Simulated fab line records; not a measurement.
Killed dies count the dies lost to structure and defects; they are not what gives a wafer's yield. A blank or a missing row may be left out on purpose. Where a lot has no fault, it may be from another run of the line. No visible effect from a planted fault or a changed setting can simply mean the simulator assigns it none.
Chamber matching ; flow nand-harc ; rie-diel-11 running NHARC_P_STI_DESCUM_14: 4 sister chambers
The step chemistry O2, time 3 s. 4 wafers are shown with their chamber, then 8 later ones without.

## WAFERS PAIRED WITH THEIR CHAMBERS
wafer;chamber;drypump-motor-current-A (A)
L077.2;1;4.9
L085.4;2;5.4
L090.5;0;5.0
L092.2;3;5.8

## WAFERS WHOSE CHAMBER IS MISSING
wafer;drypump-motor-current-A (A)
L092.3;5.4
L092.6;4.9
L094.1;5.8
L094.3;5.0
L094.6;5.4
L097.3;5.1
L097.4;5.1
L097.5;4.9

## CHAMBER TAKEN BY EACH
wafer;from the rows above;in truth
L092.3;2;2
L092.6;1;1
L094.1;3;3
L094.3;0;0
L094.6;2;2
L097.3;0;0
L097.4;0;0
L097.5;1;1
Placed correctly: 8 of 8. Not placeable from these rows: 0. Wrongly placed: 0.
How it was worked out, from the rows above alone: a wafer's distance from a chamber is the root of the sum, over the readings, of the square of ((its reading less the chamber's mean) divided by the reading's scatter). If the next closest chamber is less than 2 further off than the closest, the wafer can't be placed; otherwise it belongs to the closest. A chamber's mean is the mean of its shown wafers. The scatter: root of mean squared gap, hidden wafer to nearest shown wafer, with one shown wafer a chamber.
